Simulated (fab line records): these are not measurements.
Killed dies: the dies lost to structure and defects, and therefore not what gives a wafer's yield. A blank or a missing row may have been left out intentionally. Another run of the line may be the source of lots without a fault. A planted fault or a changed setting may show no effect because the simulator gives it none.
fab line records -- flow n5Finfet
record lots=4, wafers=12, lastDay=15
route steps=1938 shown BEOL_M1@835 BEOL_M2@841 BEOL_M4@1111 PASSIVATION@1936
lots that met no fault: taken from a fault-free run of the same line
startH: start of the lot's first displayed wafer, in hours after the record's first day -- waitH: how many hours have passed since the lot's step before this one -- " identical to the entry in the row above -- L1.1+2: several wafers, shown together as one row -- - either no value or no given start -- * or withheld: withheld -- < > ~ a bound
route shown NAME@n: names a module that has steps shown in the file, with the first one's number in the route -- usual: mean/standard deviation taken from wafers without a fault -- same: alike in all rows -- chamber/n: place in a boat -- sites: per-site readings -- _std_site: standard deviation across them -- _edge_site: inner sites' mean taken away from outer sites' mean -- radiusMm: for every site, how far away it sits from the centre of the wafer -- mask NAME#n: copy n -- behind: the tool/chamber that last shaped the wafer -- hold: cause of the lot's hold/its duration in hours/its outcome -- device: whichever transistor did not switch (one of n, p or np) -- end of line: tests of these same wafers at the route's end -- where a step has no rows: the recipe by itself -- killed: the dies lost at the first sort to structure and to defects; this is not the yield of the wafer -- map: a wafer's dies, marking killed ones x, the rest . and places with no die _
set.NAME: the setting that was run; set.NAME@STEP: the one run at that earlier step -- model.NAME: the simulator's own value behind a step, which no gauge read
lots seen at some steps along the route; tables by step, rows by wafer
services: when a tool's chamber went out of use (startH, in hours from the record's first day, below 0 if earlier), for how many hours, and the reason
## steps
# step N5_BEOL_M1_PRE_CLEAN_60
# recipe gas=NH3/H2, timeS=15, tempC=*, rfPowerW=300
# step N5_BEOL_M1_CO_CAP_55
# recipe material=Co, targetThkA=20, tempC=200, precursor=CCTBA/H2, pressureTorr=30, timeS=102.1
# step N5_BEOL_M1_PRE_CLEAN_56
# recipe gas=NH3, timeS=15, tempC=withheld, rfPowerW=300
# step N5_BEOL_M1_DEP_57
# recipe material=SiCN, targetThkA=80, tempC=withheld, precursor=3MS/NH3, pressureTorr=3, rfW=202, timeS=14
# step N5_BEOL_M2_ILD_DEP_00
# recipe material=SiOC, targetThkA=790, tempC=350, precursor=DEMS/O2, pressureTorr=5, rfW=500, timeS=15.3
# step N5_BEOL_M2_PECVD_72
# recipe material=SiO2, targetThkA=160, tempC=400, precursor=TEOS/O2, pressureTorr=5.5, rfW=450, teosFlowSccm=53.8, gas=O2, flowSccm=3000, timeS=18
# step N5_BEOL_M2_HM_DEP_02
# recipe material=TiN, targetThkA=200, tempC=25, chamberPressurePa=0.49996
# step N5_BEOL_M2_COAT_61
# recipe resist=SOC, tempC=250, timeS=60, spinRpm=1500, resistThkNm=60
# step N5_BEOL_M2_COAT_62
# recipe resist=SiARC, tempC=220, timeS=60, spinRpm=1500, resistThkNm=12
# usual spinSpeedRpm=1500.1/0.78
lot.wafer,tool,chamber,startH,waitH,spinSpeedRpm
L736.3,lithoTrack-03,0,144.12,-,1500.0
L736.4,lithoTrack-03,0,144.12,-,1500.7
L736.6,lithoTrack-03,0,144.12,-,1499.4
L740.1,lithoTrack-03,0,171.68,-,1571.0
L740.4,lithoTrack-03,0,171.68,-,1570.6
L740.5,lithoTrack-03,0,171.68,-,1570.2
L741.2,lithoTrack-03,0,179.90,-,1571.4
L741.4,lithoTrack-03,0,179.90,-,1572.1
L741.5,lithoTrack-03,0,179.90,-,1571.0
L751.1,lithoTrack-05,0,230.25,-,1500.6
L751.4,lithoTrack-05,0,230.25,-,1499.2
L751.5,lithoTrack-05,0,230.25,-,1499.3
# step N5_BEOL_M2_COAT_73
# recipe resist=underlayer, tempC=205, timeS=60, spinRpm=1500, resistThkNm=5
# step N5_BEOL_M2_COAT_05
# recipe resist=CAR-EUV, spinRpm=1500, resistThkNm=30
# step N5_BEOL_M2_EBR_07
# recipe solvent=PGMEA, ebrWidthMm=1.5
# step N5_BEOL_M2_SOFTBAKE_06
# recipe tempC=110, timeS=60, resist=CAR-EUV
# step N5_BEOL_M2_EXPOSE_08
# recipe maskId=M2, na=0.33, sourceShape=dipole, sigmaInner=0.369, sigmaOuter=0.767, polarization=unpolarized, doseMj=41.25
# step N5_BEOL_M2_PEB_09
# recipe pebTempC=100, pebTimeS=60, resist=CAR-EUV
# step N5_BEOL_M2_DEVELOP_10
# recipe developTimeS=30, developer=TMAH, resist=CAR-EUV, rinseLiquid=surfactantRinse, dry=airSpin, devTempC=23
# step N5_BEOL_M2_DESCUM_16
# recipe chemistry=O2, timeS=7, sourcePowerW=50, biasPowerW=20, pressureMtorr=20, rfFrequencyHz=2.712e+07, tempC=40, resist=CAR-EUV, o2FlowSccm=225
# step N5_BEOL_M2_ETCH_74
# recipe chemistry=N2/H2, target=underlayer, targetDepthA=65, maskMaterial=CAR-EUV, timeS=5.2, ionEnergyEv=200, pressureMtorr=30, sourceW=840, biasW=150, n2FlowSccm=200, h2FlowSccm=200, ends=cleared
# step N5_BEOL_M2_ETCH_63
# recipe chemistry=CF4, target=SiARC, targetDepthA=156, maskMaterial=CAR-EUV, timeS=26, ionEnergyEv=80, pressureMtorr=40, sourceW=545, biasW=36, Ar_flow_sccm=100, cf4FlowSccm=100, ends=cleared
# usual drypumpMotorCurrentA=5.6/0.31, etchRfOnTimeS=26.0/0.6, oesProductAu=0.64/0.058, rfVppV=184.1/1.1, showerheadPlenumPTorr=2.15/0.074, throttleValvePct=15.69/0.2
lot.wafer,tool,chamber,startH,waitH,drypumpMotorCurrentA,etchRfOnTimeS,oesProductAu,rfHoursCounterH,rfVppV,showerheadPlenumPTorr,throttleValvePct,model.etch.depthNm
L736.3,rieDiel-03,2,144.56,0.0,6.1,26.1,0.61,210,184.2,2.13,15.59,11.98
L736.4,rieDiel-03,1,144.56,0.0,5.3,25.0,0.62,177,184.3,2.21,15.60,11.98
L736.6,rieDiel-03,2,144.56,0.0,6.1,26.4,0.61,-,181.6,2.13,15.57,11.99
L740.1,rieDiel-06,1,172.25,0.0,5.4,26.2,0.62,201,183.5,2.13,15.93,11.77
L740.4,rieDiel-06,1,172.25,0.0,5.4,26.3,0.62,-,185.1,2.13,15.92,11.78
L740.5,rieDiel-06,3,172.25,0.0,5.2,25.7,0.63,-,182.8,2.05,15.41,11.75
L741.2,rieDiel-02,3,180.33,0.0,5.6,24.9,0.63,211,183.6,2.12,16.11,11.74
L741.4,rieDiel-02,2,180.33,0.0,5.4,24.6,0.62,226,182.9,2.12,15.65,11.77
L741.5,rieDiel-02,0,180.33,0.0,5.5,26.5,0.58,-,183.5,2.13,15.69,11.78
L751.1,rieDiel-02,2,230.69,0.0,5.4,25.4,0.60,246,183.7,2.11,15.71,11.98
L751.4,rieDiel-02,3,230.69,0.0,5.6,25.7,0.62,-,182.6,2.11,16.16,11.98
L751.5,rieDiel-02,0,230.69,0.0,5.7,27.7,0.56,-,183.6,2.12,15.72,11.98
# step N5_BEOL_M2_ETCH_64
# recipe chemistry=N2/H2, target=SOC, targetDepthA=750, overetchA=225, maskMaterial=SiARC, tempC=40, timeS=121.9, ionEnergyEv=200, pressureMtorr=30, sourceW=840, biasW=150, n2FlowSccm=200, h2FlowSccm=200
# step N5_BEOL_M4_RC_MEAS_101
# usual DIBL_N=36.5/1.7, DIBL_P=36.3/2.1, IOFF_N=0.16/0.036, IOFF_P=0.21/0.037, ION_N=676/12, ION_P=462/7.6, SS_N=71.5/0.68, SS_P=73.3/0.63, VT_N=249/3.5, VT_P=-250/3.5
lot.wafer,tool,chamber,startH,waitH,DIBL_N[mV/V],DIBL_P[mV/V],IOFF_N[nA/um],IOFF_P[nA/um],ION_N[uA/um],ION_P[uA/um],SS_N[mV/dec],SS_P[mV/dec],VT_N[mV],VT_P[mV]
L736.3,prober-02,0,179.26,0.3,36.5,37.7,0.16,0.18,678,451,71.6,73.4,252,-253
L736.4,prober-02,0,179.26,0.3,39.6,40.6,0.20,0.22,686,463,72.3,74.4,246,-253
L736.6,prober-02,0,179.26,0.3,38.2,39.9,0.20,0.21,687,460,72.0,74.4,248,-253
L740.1,prober-02,0,205.98,0.0,36.8,34.6,0.14,0.19,664,450,71.5,73.2,253,-249
L740.4,prober-02,0,205.98,0.0,34.4,32.0,0.11,0.16,659,457,70.5,71.9,255,-252
L740.5,prober-02,0,205.98,0.0,36.6,34.1,0.13,0.19,665,454,71.0,72.5,253,-253
L741.2,prober-01,0,219.90,0.2,36.2,36.0,0.16,0.21,663,460,72.8,72.9,251,-248
L741.4,prober-01,0,219.90,0.2,37.3,38.8,0.18,0.26,674,468,72.2,73.1,248,-244
L741.5,prober-01,0,219.90,0.2,34.9,36.4,0.14,0.21,670,461,72.1,72.9,253,-246
L751.1,prober-01,0,256.68,0.0,37.2,37.5,0.17,0.21,677,467,72.2,72.9,247,-252
L751.4,prober-01,0,256.68,0.0,35.2,34.7,0.14,0.17,670,454,71.1,72.9,253,-255
L751.5,prober-01,0,256.68,0.0,37.9,38.4,0.17,0.23,684,469,71.4,73.9,251,-249
# step N5_PASSIVATION_PROBE_49
# usual defectLimitedYield=91.4/1.5, killed_at_M0_to_M3=34/12, killed_at_M4_up=12/4.9, killedAtContacts=13/7.2, killedAtFrontEnd=39/12, killedAtOther=3.7/2.9, killedDies=101/18, killedOpen=67/14, killedShort=33/7.2, sort_bin_5_function=5.1/0.97, sort_bin_6_memory=3.2/0.67, sortNPass=1079/17, sortYieldPct=91.4/1.5
# same grossDies=1180, killedAtBackSide=0, sort_bin_4_leakage[%]=0, sort_bin_8_speed[%]=0
lot.wafer,tool,chamber,startH,waitH,defectLimitedYield[%],killed_at_M0_to_M3,killed_at_M4_up,killedAtContacts,killedAtFrontEnd,killedAtOther,killedDies,killedOpen,killedShort,sort_bin_5_function[%],sort_bin_6_memory[%],sortNPass,sortYieldPct[%]
L741.2,prober-02,-,321.73,0.1,88.7,30,21,17,60,5,133,94,39,7.2,3.7,1047,88.7
L741.4,prober-02,-,321.83,0.2,89.8,30,10,21,56,3,120,77,42,6.6,3.3,1060,89.8
L741.5,prober-02,-,321.88,0.2,88.7,31,18,17,61,6,133,87,45,7.0,3.8,1047,88.7
# killed by level:class
L741.2 FIN_SAQP:geometricParticle:open=24 MOL_CONTACT_COAG:geometricParticle:open=14 BEOL_M4:geometricParticle:open=9 GATE_CUT:geometricParticle:short=8 BEOL_M0_SAQP:geometricParticle:open=7 BEOL_M3:geometricParticle:open=7 BEOL_M0_SAQP:geometricParticle:short=6 BEOL_M2:geometricParticle:open=6
L741.4 FIN_SAQP:geometricParticle:open=19 MOL_CONTACT_COAG:geometricParticle:open=16 FIN_SAQP:geometricParticle:short=14 BEOL_M0_SAQP:geometricParticle:short=10 BEOL_M0_SAQP:geometricParticle:open=7 STI_FIN_REVEAL:geometricParticle:open=6 MOL_CONTACT_COAG:geometricParticle:short=5 BEOL_M3:geometricParticle:open=5
L741.5 STI_FIN_REVEAL:geometricParticle:open=14 MOL_CONTACT_COAG:geometricParticle:open=13 FIN_SAQP:geometricParticle:short=12 BEOL_M2:geometricParticle:open=11 FIN_SAQP:geometricParticle:open=8 DUMMY_GATE:geometricParticle:open=7 BEOL_M4:geometricParticle:short=6 BEOL_M0_SAQP:geometricParticle:short=5
## services
tool,chamber,startH,hours,kind
rieDiel-02,1,146.47,3.9,repair
rieDiel-06,2,165.55,-,clean
rieDiel-06,2,165.55,-,consumableReplace:focusRing
rieDiel-06,2,165.55,-,consumableReplace:showerhead
rieDiel-06,2,165.55,25.6,scheduledDown
rieDiel-06,2,165.55,25.6,ventCycle
lithoTrack-03,-,181.99,-,consumableReplace:filter
rieDiel-02,3,185.18,6.4,repair
rieDiel-03,3,225.89,3.9,repair
## key
firstSign step=N5_BEOL_M2_COAT_62, reading=spinSpeedRpm, direction=up, sigmas=92, usual=*, struck=*
effect none on later readings
modelEffect step=N5_BEOL_M2_ETCH_63, value=etch.depthNm, without=12.04, struck=11.77
metAt N5_BEOL_M2_COAT_62
struckWafers L740.1,L740.4,L740.5,L741.2,L741.4,L741.5
onsetBetween 144.12 171.68
fault kind=processParameterDrift, tool=lithoTrack-03, chamber=-, onsetH=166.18, steps=N5_BEOL_M2_COAT_62, channel=spinRpm, offset=*, shape=step, endH=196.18, actsIn=*, stated=*
